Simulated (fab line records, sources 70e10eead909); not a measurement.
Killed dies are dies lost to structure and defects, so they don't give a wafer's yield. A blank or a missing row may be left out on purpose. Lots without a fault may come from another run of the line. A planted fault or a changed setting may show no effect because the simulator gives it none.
Chamber matching | flow nand_harc | NHARC_A_STAIRCASE_DESCUM_312 on rie_diel-05: 4 sister chambers
The step chemistry O2, time 3 s. 16 wafers are shown with their chamber, then 8 later ones without.

WAFERS WITH THEIR CHAMBER
wafer  | chamber | showerhead_plenum_p_Torr (Torr) | drypump_motor_current_A (A) | oes_product_au (a.u.)
L078.1 | 3       | 1.93                            | 6.3                         | 0.983
L078.2 | 2       | 1.92                            | 5.7                         | 1.005
L078.6 | 1       | 2.02                            | 5.9                         | 0.995
L076.2 | 0       | 2.04                            | 6.1                         | 0.996
L076.4 | 2       | 1.92                            | 5.7                         | 1.002
L076.6 | 0       | 2.04                            | 6.1                         | 0.993
L079.1 | 3       | 1.93                            | 6.3                         | 0.989
L079.2 | 1       | 2.02                            | 5.9                         | 1.002
L079.3 | 2       | 1.92                            | 5.6                         | 1.001
L082.1 | 0       | 2.04                            | 6.1                         | 1.000
L082.3 | 1       | 2.02                            | 5.9                         | 0.991
L082.6 | 3       | 1.93                            | 6.2                         | 0.981
L084.1 | 0       | 2.04                            | 6.1                         | 1.007
L084.4 | 3       | 1.93                            | 6.2                         | 1.008
L084.6 | 0       | 2.04                            | 6.1                         | 1.014
L087.1 | 2       | 1.91                            | 5.6                         | 1.002

SIGNATURES (means of the wafers above)
reading                  | chamber 0 | chamber 1 | chamber 2 | chamber 3 | scatter within a chamber
showerhead_plenum_p_Torr | 2.0400    | 2.0200    | 1.9175    | 1.9300    | 0.0025
drypump_motor_current_A  | 6.100     | 5.900     | 5.650     | 6.250     | 0.0408
oes_product_au           | 1.00200   | 0.99600   | 1.00250   | 0.99025   | 0.00824
Rule: a wafer's distance from a chamber is the root of the sum, over the readings, of the square of ((its reading less the chamber's mean) divided by the reading's scatter). The wafer belongs to the nearest chamber; if the next one is less than 2 further off, it can't be placed. The scatter: the root of (the sum of the squares of (reading less its chamber's mean) over the shown wafers, divided by (wafers less chambers)).

WAFERS WITHOUT THEIR CHAMBER
wafer  | showerhead_plenum_p_Torr (Torr) | drypump_motor_current_A (A) | oes_product_au (a.u.)
L087.4 | 2.03                            | 6.1                         | 1.002
L087.6 | 2.03                            | 6.1                         | 1.002
L091.1 | 2.01                            | 5.9                         | 0.996
L091.3 | 1.91                            | 5.6                         | 1.004
L091.6 | 1.93                            | 6.3                         | 0.992
L094.2 | 2.03                            | 6.1                         | 0.996
L094.3 | 1.91                            | 5.6                         | 1.012
L094.6 | 2.01                            | 5.9                         | 1.000

WHICH CHAMBER EACH WENT THROUGH
wafer  | from the rows above | in truth
L087.4 | 0                   | 0
L087.6 | 0                   | 0
L091.1 | 1                   | 1
L091.3 | 2                   | 2
L091.6 | 3                   | 3
L094.2 | 0                   | 0
L094.3 | 2                   | 2
L094.6 | 1                   | 1
Placed correctly: 8 of 8. Can't be placed from these rows: 0. Placed wrongly: 0.
